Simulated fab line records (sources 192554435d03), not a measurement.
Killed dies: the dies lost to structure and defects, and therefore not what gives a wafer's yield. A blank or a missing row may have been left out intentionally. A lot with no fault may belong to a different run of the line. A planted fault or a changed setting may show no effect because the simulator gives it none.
Struck lot and sound lot, side by side    flow n5_finfet    35 out of 1938 route steps
Sound: the wafers L888.4, L888.5, L888.6. Struck: wafer L881.1. (L881.3, L881.4 of the same lot were not struck and are left out.) The cause comes at the end.
For every step that has rows: the tool of each side, followed by ch and its chambers, followed by its first start. Under that, the readings that differ: sound wafers    struck wafers    difference of the means    sigmas: that difference in standard deviations of wafers without a fault.
alike: words and numbers the same on both sides, and readings whose means are apart by under 2 such deviations; not compared: readings that were withheld, readings missing a value for some wafer, numbers with overlapping values and no deviation given by the record, and bounds like >300 which may hide the same value.
Wherever a step has rows on one side only, a row that says differs or no value, or a row with sigmas, the two part there. When numbers do not overlap yet have no deviation, they are printed without sigmas and do not part them. Lack of a reading on every wafer of one side parts them only where that side has two or more wafers.

first, 11 steps without rows for these wafers: N5_BEOL_M12_ETCH_67 (etches SiARC in CF4, target depth 143 nm, time 238.3 s); N5_BEOL_M12_ETCH_68 (etches SOC in N2/H2, time 285 s); N5_BEOL_M12_STRIP_69 (strips in N2/H2); N5_BEOL_M12_TRENCH_ETCH_34 (etches SiOC in C4F8/O2/Ar, target depth 318.95 nm, time 125.5 s); N5_BEOL_M12_STRIP_70 (strips in C4F8/O2/Ar); N5_BEOL_M12_STRIP_37 (strips in N2/H2); N5_BEOL_M12_ETCH_38 (etches SiCN in CF4/N2, target depth 68.7 nm, time 73.4 s); N5_BEOL_M12_PRECLEAN_39 (cleans in residue remover, time 60 s); N5_BEOL_M12_SRD_40 (time 30 s, dry time 30 s); N5_BEOL_M12_DEGAS_41 (time 60 s); N5_BEOL_M12_PRE_CLEAN_42 (time 30 s).
N5_BEOL_M12_SPUTTER_43: material TaN, target thk 15 nm, time 24.19 s.
  sound on pvd_sputter-03, day 14 19:09; struck on pvd_sputter-02, day 13 09:48
  alike: bias_v, throttle_valve_pct
then, 22 steps without rows for these wafers: N5_BEOL_M12_SPUTTER_44 (material Ta, target thk 10 nm, time 16.13 s); N5_BEOL_M12_SPUTTER_45 (material Cu, target thk 80 nm, time 13.33 s); N5_BEOL_M12_ECD_47 (material Cu, target thk 720 nm); N5_BEOL_M12_ANNEAL_48 (time 90 s); N5_BEOL_M12_CMP_49 (polishes, stops on SiOC, t overpolish 20.6 s, target thk 320 nm); N5_BEOL_M12_PRE_CLEAN_52 (time 15 s); N5_BEOL_M12_DEP_53 (deposits SiCN from 3MS/NH3, target thk 30 nm, time 10.5 s); N5_BEOL_M13_ILD_DEP_00 (deposits SiOC from DEMS/O2, target thk 837.92 nm, time 166.4 s); N5_BEOL_M13_COAT_58 (time 60 s, resist thk 89 nm); N5_BEOL_M13_COAT_04 (resist thk 400 nm); N5_BEOL_M13_EBR_06; N5_BEOL_M13_SOFTBAKE_05 (time 60 s); N5_BEOL_M13_EXPOSE_07 (exposes mask V12); N5_BEOL_M13_PEB_08 (peb time 90 s); N5_BEOL_M13_DEVELOP_09 (develop time 45 s); N5_BEOL_M13_HARDBAKE_14 (time 120 s); N5_BEOL_M13_DESCUM_15 (chemistry O2, time 7.9 s); N5_BEOL_M13_ETCH_59 (etches BARC in N2/H2, target depth 89 nm, overetch 26.7 nm, time 67.9 s); N5_BEOL_M13_VIA_ETCH_16 (etches SiOC in C4F8/O2/Ar, target depth 921.7 nm); N5_BEOL_M13_STRIP_63 (strips in N2/H2); N5_BEOL_M13_STRIP_64 (strips in N2/H2); N5_BEOL_M13_STRIP_71 (strips in post etch residue remover, time 60 s).
N5_PASSIVATION_PROBE_49:
  record: rows for the struck wafers here (prober-01, day 14 19:10), none for the sound ones

WHERE THEY PART
At N5_PASSIVATION_PROBE_49 and nowhere else, as far as this record goes.

WHY: what had been put in by the simulator
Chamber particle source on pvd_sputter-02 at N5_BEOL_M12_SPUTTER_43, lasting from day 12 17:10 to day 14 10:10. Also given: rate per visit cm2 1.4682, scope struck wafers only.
